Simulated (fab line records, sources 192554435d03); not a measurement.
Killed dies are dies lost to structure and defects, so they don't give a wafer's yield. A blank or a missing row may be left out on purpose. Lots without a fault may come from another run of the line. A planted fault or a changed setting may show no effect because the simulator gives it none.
fab line records | flow n5_finfet | part 1 of 2: steps 1 to 18 of 28
record lots=5 wafers=15 last_day=17
route steps=1938 shown BEOL_M3@972
lots that met no fault: from a run of the same line without faults
start_h: hours from the record's first day to the start of the lot's first wafer shown | wait_h: hours since the lot's step before | " the same as in the row above | L1.1+2: a row that stands for several wafers | - no value, or no start given | * or withheld: withheld | < > ~ a bound
route shown NAME@n: a module of which the file shows steps, and the number in the route of the first | usual: mean/standard deviation of fault-free wafers | same: alike in all rows | chamber/n: place in a boat | sites: the reading at each site | _std_site: their standard deviation | _edge_site: outer sites' mean less inner sites' | radius_mm: how far each site lies from the wafer's centre | mask NAME#n: copy n | behind: the tool/chamber that last shaped the wafer | hold: why the lot was held/for how many hours/how that ended | device: the transistor (n, p or np) that didn't switch | end of line: the same wafers' tests at the end of the route | a step without rows: its recipe alone | killed: dies lost to structure and defects at the first sort, not the wafer's yield | map: a wafer's dies, x killed, . not, _ none there
set.NAME: the setting as run; set.NAME@STEP: as run at that earlier step | model.NAME: the simulator's own value behind a step, which no gauge read
lots at some steps of the route; a table a step, a row a wafer
services: from which hour (start_h, from the record's first day; less than 0 if before it) a tool's chamber was out of use, for how many hours, and why
## steps
# step N5_BEOL_M3_ALD_98
# recipe material=SiO2 target_thk_a=25 temp_c=100 ald_precursor_family=BDEAS ald_co_reactant=O2-plasma pulse_time_s=1 co_reactant_pulse_time_s=1 purge_time_s=2 co_reactant_purge_time_s=2 ald_cycles=17 pressure_torr=2
# usual heater_power_w=81/6.2 precursor_pulse_height_rel=0.997/0.019
# same co_reactant_purge_time_s=2
# columns lot.wafer tool chamber start_h wait_h heater_power_w precursor_pulse_height_rel
L074.1 ald_sin-04 2 155.60 0.1 88 0.983
L074.4 " 0 " " 77 1.016
L074.6 " 1 " " 84 0.964
L077.4 ald_sin-01 3 171.60 0.1 82 0.974
L077.5 " 3 " " 82 1.006
L077.6 " 0 " " 74 0.993
L091.1 ald_sin-04 3 239.54 0.1 71 0.994
L091.4 " 2 " " 87 0.996
L091.5 " 3 " " 73 0.967
L095.2 ald_sin-01 1 276.43 0.1 81 0.953
L095.4 " 3 " " 82 1.004
L095.5 " 0 " " 73 0.988
L097.2 ald_sin-01 2 287.62 0.1 71 0.951
L097.3 " 1 " " 82 0.997
L097.5 " 3 " " 82 0.984
# step N5_BEOL_M3_ETCHBACK_99
# recipe chemistry=CHF3 target=SiO2 target_depth_a=50 time_s=10.4 source_w=215 bias_w=47 Ar_flow_sccm=200 CHF3_flow_sccm=12 ion_energy_ev=100 pressure_mtorr=30
# usual drypump_motor_current_A=5.7/0.42 mfc_ar_sccm=199.9/0.65 oes_f_703_au=0.80/0.059 oes_product_au=0.80/0.07 rf_vpp_V=239/5 showerhead_plenum_p_Torr=2.16/0.074 throttle_valve_pct=17.04/0.17
# columns lot.wafer tool chamber start_h wait_h drypump_motor_current_A mfc_ar_sccm oes_f_703_au oes_product_au rf_hours_counter_h rf_vpp_V showerhead_plenum_p_Torr throttle_valve_pct
L074.1 rie_diel-04 1 158.21 2.6 5.9 200.4 0.89 0.88 41 242 2.28 17.02
L074.4 " 2 " " 5.6 199.3 0.93 0.96 4 246 2.30 16.70
L074.6 " 3 " " 5.7 199.8 0.67 0.68 - 238 2.03 17.20
L077.4 rie_diel-04 0 172.36 0.7 5.1 200.8 0.79 0.76 155 234 2.16 17.05
L077.5 " 3 " " 5.7 199.2 0.68 0.68 - 239 2.02 17.20
L077.6 " 0 " " 5.1 199.3 0.78 0.76 - 234 2.16 17.05
L091.1 rie_diel-01 3 242.09 2.5 6.0 200.3 0.75 0.76 173 237 2.16 17.10
L091.4 " 1 " " 6.3 199.3 0.80 0.81 - 235 2.10 16.83
L091.5 " 2 " " 5.2 199.7 0.78 0.79 - 236 2.09 17.23
L095.2 rie_diel-05 2 277.78 1.3 5.3 200.1 0.76 0.77 136 249 2.15 17.23
L095.4 " 1 " " 6.1 200.0 0.77 0.76 - 238 2.09 17.24
L095.5 " 2 " " 5.3 199.9 0.75 0.76 - 249 2.15 17.24
L097.2 rie_diel-04 2 287.75 0.1 5.6 201.4 0.84 0.87 39 245 2.28 16.76
L097.3 " 3 " " 5.7 200.0 0.85 0.87 32 244 2.28 16.84
L097.5 " 0 " " 5.1 200.0 0.76 0.73 - 234 2.15 17.09
# step N5_BEOL_M3_ETCH_70
# recipe chemistry=N2/H2 target=SOC target_depth_a=800 overetch_a=160 mask_material=SiARC temp_c=40 time_s=120 ion_energy_ev=200 pressure_mtorr=30 source_w=840 bias_w=150 n2_flow_sccm=200 h2_flow_sccm=200
# usual drypump_motor_current_A=5.8/0.42 oes_product_au=0.61/0.051 rf_vpp_V=524.0/2.7 showerhead_plenum_p_Torr=2.55/0.096 throttle_valve_pct=17.74/0.2
# columns lot.wafer tool chamber start_h wait_h drypump_motor_current_A oes_product_au rf_hours_counter_h rf_vpp_V showerhead_plenum_p_Torr throttle_valve_pct
L074.1 rie_diel-04 1 158.25 0.0 5.9 0.66 41 527.5 2.70 17.78
L074.4 " 2 " " 5.6 0.72 4 530.1 2.71 17.30
L074.6 " 3 " " 5.7 0.53 - 519.5 2.38 17.86
L077.4 rie_diel-04 0 172.39 0.0 5.1 0.58 155 523.7 2.52 17.60
L077.5 " 3 " " 5.7 0.52 - 519.9 2.38 17.87
L077.6 " 0 " " 5.1 0.57 - 523.8 2.52 17.59
L091.1 rie_diel-01 3 242.12 0.0 6.0 0.58 173 523.9 2.53 17.60
L091.4 " 1 " " 6.3 0.62 - 521.7 2.47 17.66
L091.5 " 2 " " 5.2 0.60 - 521.1 2.44 17.90
L095.2 rie_diel-05 2 277.82 0.0 5.3 0.59 136 523.3 2.57 18.12
L095.4 " 1 " " 6.2 0.58 - 520.7 2.44 17.86
L095.5 " 2 " " 5.3 0.58 - 524.1 2.57 18.11
L097.2 rie_diel-04 2 287.79 0.0 5.6 0.65 39 527.5 2.69 17.37
L097.3 " 3 " " 5.7 0.66 32 528.2 2.68 17.51
L097.5 " 0 " " 5.1 0.55 - 523.9 2.50 17.63
# step N5_BEOL_M3_STRIP_71
# recipe chemistry=N2/H2 temp_c=40 n2_flow_sccm=200 h2_flow_sccm=200 rf_frequency_hz=6e+07
# columns lot.wafer tool chamber start_h wait_h
L074.1+4+6 rie_diel-04 1,2,3 158.33 0.0
L077.4+5+6 rie_diel-04 0,3,0 172.47 0.0
L091.1+4+5 rie_diel-01 3,1,2 242.20 0.0
L095.2+4+5 rie_diel-05 2,1,2 277.90 0.0
L097.2+3+5 rie_diel-04 2,3,0 287.87 0.0
# step N5_BEOL_M3_STRIP_78
# recipe chemistry=N2/H2 temp_c=40 n2_flow_sccm=200 h2_flow_sccm=200 rf_frequency_hz=6e+07
# columns lot.wafer tool chamber start_h wait_h
L074.1+4+6 rie_diel-04 1,2,3 158.34 0.0
L077.4+5+6 rie_diel-04 0,3,0 172.48 0.0
L091.1+4+5 rie_diel-01 3,1,2 242.21 0.0
L095.2+4+5 rie_diel-05 2,1,2 277.91 0.0
L097.2+3+5 rie_diel-04 2,3,0 287.88 0.0
# step N5_BEOL_M3_VIA_ETCH_34
# recipe chemistry=C4F6/O2 target_depth_a=694 mask_material=SOC pressure_mtorr=15 ion_energy_ev=250 taper_deg=4 time_s=65.9 source_w=350 bias_w=170 Ar_flow_sccm=300 C4F6_flow_sccm=10 O2_flow_sccm=10
# usual drypump_motor_current_A=5.8/0.42 mfc_ar_sccm=299.9/0.96 oes_f_703_au=0.80/0.059 oes_product_au=0.80/0.071 rf_vpp_V=662/13 showerhead_plenum_p_Torr=2.86/0.094 throttle_valve_pct=30.77/0.2
# columns lot.wafer tool chamber start_h wait_h drypump_motor_current_A mfc_ar_sccm oes_f_703_au oes_product_au rf_hours_counter_h rf_vpp_V showerhead_plenum_p_Torr throttle_valve_pct
L074.1 rie_diel-04 1 158.35 0.0 5.8 299.3 0.89 0.88 41 669 3.00 30.87
L074.4 " 2 " " 5.6 299.3 0.93 0.96 4 679 3.03 30.39
L074.6 " 3 " " 5.7 300.5 0.68 0.68 - 661 2.68 30.77
L077.4 rie_diel-04 0 172.49 0.0 5.1 300.0 0.78 0.76 155 648 2.85 30.78
L077.5 " 3 " " 5.7 300.5 0.67 0.68 - 661 2.68 30.78
L077.6 " 0 " " 5.1 300.0 0.78 0.76 - 646 2.85 30.78
L091.1 rie_diel-01 3 242.22 0.0 6.0 300.0 0.74 0.75 173 660 2.85 30.74
L091.4 " 1 " " 6.3 300.2 0.79 0.81 - 648 2.77 30.71
L091.5 " 2 " " 5.2 300.4 0.78 0.78 - 652 2.76 31.07
L095.2 rie_diel-05 2 277.92 0.0 5.3 300.1 0.75 0.76 136 688 2.84 30.82
L095.4 " 1 " " 6.1 301.0 0.78 0.75 - 659 2.76 31.07
L095.5 " 2 " " 5.3 301.1 0.75 0.77 - 687 2.84 30.81
L097.2 rie_diel-04 2 287.89 0.0 5.6 299.8 0.83 0.87 39 678 3.01 30.43
L097.3 " 3 " " 5.7 301.2 0.86 0.88 32 671 3.00 30.69
L097.5 " 0 " " 5.1 300.1 0.75 0.74 - 646 2.83 30.81
# step N5_BEOL_M3_STRIP_83
# recipe chemistry=C4F6/O2 resist=SiARC rf_frequency_hz=6e+07
# columns lot.wafer tool chamber start_h wait_h
L074.1+4+6 rie_diel-04 1,2,3 158.40 0.0
L077.4+5+6 rie_diel-04 0,3,0 172.55 0.0
L091.1+4+5 rie_diel-01 3,1,2 242.27 0.0
L095.2+4+5 rie_diel-05 2,1,2 277.97 0.0
L097.2+3+5 rie_diel-04 2,3,0 287.94 0.0
# step N5_BEOL_M3_STRIP_36
# recipe chemistry=N2/H2 power_w=450 temp_c=40 pressure_mtorr=20 rf_frequency_hz=6e+07 overash_fraction=0.3 bias_power_w=7 h2_frac=0.5 n2_flow_sccm=200 h2_flow_sccm=200
# usual drypump_motor_current_A=5.8/0.42 oes_product_au=0.81/0.073 rf_vpp_V=59.3/1.6 showerhead_plenum_p_Torr=2.54/0.096 throttle_valve_pct=23.57/0.26
# same overash_fraction=0.3
# columns lot.wafer tool chamber start_h wait_h drypump_motor_current_A oes_product_au rf_hours_counter_h rf_vpp_V showerhead_plenum_p_Torr throttle_valve_pct
L074.1 rie_diel-04 1 158.41 0.0 5.9 0.88 41 59.3 2.69 23.74
L074.4 " 2 " " 5.6 0.97 4 58.6 2.70 23.00
L074.6 " 3 " " 5.7 0.68 - 59.4 2.38 23.57
L077.4 rie_diel-04 0 172.56 0.0 5.1 0.75 155 62.4 2.52 23.30
L077.5 " 3 " " 5.7 0.68 - 60.0 2.38 23.56
L077.6 " 0 " " 5.1 0.76 - 58.7 2.51 23.28
L091.1 rie_diel-01 3 242.28 0.0 6.0 0.77 173 59.4 2.52 23.24
L091.4 " 1 " " 6.4 0.82 - 58.2 2.47 23.64
L091.5 " 2 " " 5.2 0.78 - 56.5 2.44 23.76
L095.2 rie_diel-05 2 277.98 0.0 5.3 0.76 136 60.9 2.56 23.95
L095.4 " 1 " " 6.1 0.75 - 59.0 2.43 23.63
L095.5 " 2 " " 5.3 0.77 - 59.6 2.56 23.96
L097.2 rie_diel-04 2 287.95 0.0 5.5 0.88 39 61.4 2.69 23.06
L097.3 " 3 " " 5.7 0.88 32 58.3 2.68 23.36
L097.5 " 0 " " 5.1 0.74 - 56.2 2.50 23.34
# step N5_BEOL_M3_TRENCH_ETCH_37
# recipe chemistry=C4F6/O2 target_depth_a=555.55 target=SiOC time_s=29.2 ion_energy_ev=250 pressure_mtorr=30 source_w=355 bias_w=185 Ar_flow_sccm=300 C4F6_flow_sccm=10 O2_flow_sccm=10
# usual drypump_motor_current_A=5.8/0.42 mfc_ar_sccm=300.1/0.86 oes_f_703_au=0.80/0.059 oes_product_au=0.80/0.07 rf_vpp_V=662/14 showerhead_plenum_p_Torr=2.86/0.094 throttle_valve_pct=20.83/0.17
# columns lot.wafer tool chamber start_h wait_h drypump_motor_current_A mfc_ar_sccm oes_f_703_au oes_product_au rf_hours_counter_h rf_vpp_V showerhead_plenum_p_Torr throttle_valve_pct
L074.1 rie_diel-04 1 - - 5.8 300.7 0.89 0.87 41 666 3.00 20.83
L074.4 " 2 " " 5.6 298.9 0.92 0.95 4 678 3.03 20.51
L074.6 " 3 " " 5.7 301.4 0.68 0.68 - 661 2.69 20.94
L077.4 rie_diel-04 0 - - 5.1 298.6 0.79 0.77 155 645 2.85 20.81
L077.5 " 3 " " 5.7 301.8 0.67 0.68 - 661 2.68 20.93
L077.6 " 0 " " 5.1 301.0 0.78 0.77 - 646 2.85 20.82
L091.1 rie_diel-01 3 - - 6.0 298.7 0.74 0.76 173 660 2.86 20.86
L091.4 " 1 " " 6.3 299.7 0.78 0.81 - 648 2.77 20.65
L091.5 " 2 " " 5.2 299.1 0.78 0.79 - 653 2.77 21.05
L095.2 rie_diel-05 2 - - 5.3 299.2 0.74 0.76 136 686 2.84 21.02
L095.4 " 1 " " 6.1 298.7 0.76 0.76 - 660 2.76 21.07
L095.5 " 2 " " 5.3 299.6 0.76 0.76 - 688 2.84 21.02
L097.2 rie_diel-04 2 - - 5.6 299.5 0.83 0.86 39 679 3.01 20.54
L097.3 " 3 " " 5.7 300.9 0.86 0.87 32 671 3.01 20.65
L097.5 " 0 " " 5.1 299.8 0.75 0.73 - 645 2.84 20.88
# step N5_BEOL_M3_ETCH_41
# recipe chemistry=CH3F/O2 target=SiCN target_depth_a=299 taper_deg=2 time_s=52.5 ion_energy_ev=120 mask_material=TiN pressure_mtorr=30 source_w=395 bias_w=75 Ar_flow_sccm=150 CH3F_flow_sccm=30 O2_flow_sccm=20
# usual drypump_motor_current_A=5.8/0.42 mfc_ar_sccm=150.0/0.48 oes_product_au=0.80/0.07 rf_vpp_V=297.4/1.7 showerhead_plenum_p_Torr=2.01/0.07 throttle_valve_pct=16.29/0.17
# columns lot.wafer tool chamber start_h wait_h drypump_motor_current_A mfc_ar_sccm oes_product_au rf_hours_counter_h rf_vpp_V showerhead_plenum_p_Torr throttle_valve_pct
L074.1 rie_diel-04 1 - - 5.9 149.8 0.87 41 298.8 2.12 16.26
L074.4 " 2 " " 5.6 149.7 0.93 4 301.0 2.14 15.93
L074.6 " 3 " " 5.7 150.7 0.68 - 294.8 1.89 16.47
L077.4 rie_diel-04 0 - - 5.1 149.1 0.76 155 296.6 2.00 16.26
L077.5 " 3 " " 5.7 150.1 0.67 - 296.0 1.88 16.49
L077.6 " 0 " " 5.1 150.0 0.76 - 297.7 2.00 16.29
L091.1 rie_diel-01 3 - - 6.0 150.3 0.75 173 296.4 2.01 16.35
L091.4 " 1 " " 6.3 149.9 0.81 - 295.3 1.95 16.08
L091.5 " 2 " " 5.2 149.6 0.79 - 295.4 1.94 16.47
L095.2 rie_diel-05 2 - - 5.3 150.3 0.76 136 295.8 2.00 16.53
L095.4 " 1 " " 6.1 150.0 0.76 - 295.4 1.94 16.48
L095.5 " 2 " " 5.3 150.3 0.77 - 296.6 2.00 16.49
L097.2 rie_diel-04 2 - - 5.6 149.6 0.86 39 299.6 2.12 16.00
L097.3 " 3 " " 5.7 150.1 0.88 32 300.2 2.12 16.10
L097.5 " 0 " " 5.1 149.3 0.73 - 297.3 1.99 16.36
# step N5_BEOL_M3_STRIP_97
# recipe chemistry=N2/H2 time_s=10 power_w=450 temp_c=40 pressure_mtorr=20 rf_frequency_hz=6e+07 bias_power_w=7 n2_flow_sccm=200 h2_flow_sccm=200
# usual drypump_motor_current_A=5.8/0.42 oes_product_au=0.81/0.072 rf_vpp_V=59.1/0.94 showerhead_plenum_p_Torr=2.54/0.096 throttle_valve_pct=23.57/0.26
# columns lot.wafer tool chamber start_h wait_h drypump_motor_current_A oes_product_au rf_hours_counter_h rf_vpp_V showerhead_plenum_p_Torr throttle_valve_pct
L074.1 rie_diel-04 1 - - 5.8 0.87 41 61.3 2.69 23.72
L074.4 " 2 " " 5.5 0.95 4 60.8 2.70 23.01
L074.6 " 3 " " 5.7 0.68 - 58.0 2.38 23.57
L077.4 rie_diel-04 0 - - 5.1 0.77 155 58.8 2.51 23.31
L077.5 " 3 " " 5.7 0.68 - 59.6 2.38 23.57
L077.6 " 0 " " 5.1 0.76 - 59.4 2.51 23.28
L091.1 rie_diel-01 3 - - 6.0 0.76 173 59.6 2.52 23.23
L091.4 " 1 " " 6.4 0.82 - 60.5 2.47 23.65
L091.5 " 2 " " 5.2 0.79 - 57.9 2.44 23.77
L095.2 rie_diel-05 2 - - 5.3 0.76 136 59.3 2.56 23.94
L095.4 " 1 " " 6.1 0.75 - 58.0 2.43 23.63
L095.5 " 2 " " 5.3 0.77 - 58.5 2.56 23.94
L097.2 rie_diel-04 2 - - 5.6 0.88 39 60.5 2.69 23.05
L097.3 " 3 " " 5.7 0.88 32 59.2 2.68 23.36
L097.5 " 0 " " 5.1 0.73 - 59.8 2.50 23.35
# step N5_BEOL_M3_OCD_MEAS_38
# usual trench_depth_nm=55.7/0.93
# columns lot.wafer tool chamber start_h wait_h trench_depth_nm
L074.1 ocd-01 - 158.60 - 55.6
L074.4 " - " " 56.1
L074.6 " - " " 54.8
L077.4 ocd-01 - 172.75 - 56.8
L077.5 " - " " 56.0
L077.6 " - " " 57.0
L091.1 ocd-01 - 242.48 - 55.2
L091.4 " - " " 56.3
L091.5 " - " " 56.2
L095.2 ocd-01 - 278.17 - 55.1
L095.4 " - " " 55.0
L095.5 " - " " 55.2
L097.2 ocd-02 - 288.14 - 55.5
L097.3 " - " " 56.0
L097.5 " - " " 56.1
# step N5_BEOL_M3_HM_STRIP_39
# recipe chemistry=peroxide_tin_strip material=TiN target_depth_a=250 temp_c=50 time_s=158
# usual bath_guard_temp_C=50.0/0.51
# columns lot.wafer tool chamber start_h wait_h bath_guard_temp_C
L074.1 wet_bench-04 6 158.63 0.0 48.8
L074.4 " 2 " " 49.9
L074.6 " 4 " " 50.8
L077.4 wet_bench-04 6 172.78 0.0 49.1
L077.5 " 7 " " 49.3
L077.6 " 2 " " 49.7
L091.1 wet_bench-02 0 242.51 0.0 49.7
L091.4 " 3 " " 50.0
L091.5 " 4 " " 51.2
L095.2 wet_bench-04 1 278.20 0.0 49.4
L095.4 " 3 " " 49.8
L095.5 " 6 " " 48.6
L097.2 wet_bench-03 2 288.17 0.0 50.9
L097.3 " 5 " " 50.0
L097.5 " 3 " " 49.9
# step N5_BEOL_M3_SRD_40
# recipe time_s=30 temp_c=23 rinse_liquid=diw dry=ipa_marangoni
# columns lot.wafer tool chamber start_h wait_h
L074.1+4+6 wet_bench-04 6,2,4 158.68 0.0
L077.4+5+6 wet_bench-04 6,7,2 172.83 0.0
L091.1+4+5 wet_bench-02 0,3,4 242.56 0.0
L095.2+4+5 wet_bench-04 1,3,6 278.25 0.0
L097.2+3+5 wet_bench-03 2,5,3 288.27 0.0
# step N5_BEOL_M3_PRECLEAN_42
# recipe chemistry=residue_remover time_s=60 temp_c=40
# usual bath_guard_temp_C=40.0/0.49
# columns lot.wafer tool chamber start_h wait_h bath_guard_temp_C
L074.1 wet_bench-04 6 158.70 0.0 39.1
L074.4 " 2 " " 39.9
L074.6 " 4 " " 40.5
L077.4 wet_bench-04 6 172.84 0.0 38.8
L077.5 " 7 " " 39.4
L077.6 " 2 " " 40.0
L091.1 wet_bench-02 0 242.57 0.0 40.2
L091.4 " 3 " " 40.0
L091.5 " 4 " " 40.9
L095.2 wet_bench-04 1 278.27 0.0 39.4
L095.4 " 3 " " 40.2
L095.5 " 6 " " 39.0
L097.2 wet_bench-03 2 288.30 0.0 40.7
L097.3 " 5 " " 40.2
L097.5 " 3 " " 40.1
# step N5_BEOL_M3_SRD_43
# recipe time_s=30 temp_c=23 rinse_liquid=diw dry=ipa_marangoni
# columns lot.wafer tool chamber start_h wait_h
L074.1+4+6 wet_bench-04 6,2,4 158.71 0.0
L077.4+5+6 wet_bench-04 6,7,2 172.86 0.0
L091.1+4+5 wet_bench-02 0,3,4 242.59 0.0
L095.2+4+5 wet_bench-04 1,3,6 278.28 0.0
L097.2+3+5 wet_bench-03 2,5,3 288.33 0.0
# step N5_BEOL_M3_CD_MEAS_35
# recipe target_cd_nm=18 target_cd_y_nm=21 polarity=opening
# usual cd_nm=18.1/0.34
# columns lot.wafer tool chamber start_h wait_h cd_nm
L074.1 cd_sem-01 - 158.75 0.0 17.5
L074.4 " - " " 18.4
L074.6 " - " " 18.1
L077.4 cd_sem-01 - 172.91 0.0 18.2
L077.5 " - " " 17.8
L077.6 " - " " 17.7
L091.1 cd_sem-02 - 242.63 0.0 18.3
L091.4 " - " " 18.5
L091.5 " - " " 17.9
L095.2 cd_sem-03 - 278.32 0.0 18.4
L095.4 " - " " 18.6
L095.5 " - " " 18.3
L097.2 cd_sem-03 - 288.39 0.0 18.5
L097.3 " - " " 18.2
L097.5 " - " " 18.2
# step N5_BEOL_M3_DEGAS_44
# recipe ambient=vacuum temp_c=250 time_s=60
# usual heater_power_w=322/39
# columns lot.wafer tool chamber start_h wait_h heater_power_w
L074.1 pvd_sputter-01 - 158.81 0.1 334
L074.4 " - " " 323
L074.6 " - " " 343
L077.4 pvd_sputter-02 - 174.52 1.6 271
L077.5 " - " " 346
L077.6 " - " " 278
L091.1 pvd_sputter-02 - 242.83 0.2 279
L091.4 " - " " 344
L091.5 " - " " 369
L095.2 pvd_sputter-02 - 278.64 0.3 266
L095.4 " - " " 354
L095.5 " - " " 289
L097.2 pvd_sputter-03 - 288.43 0.0 274
L097.3 " - " " 276
L097.5 " - " " 385
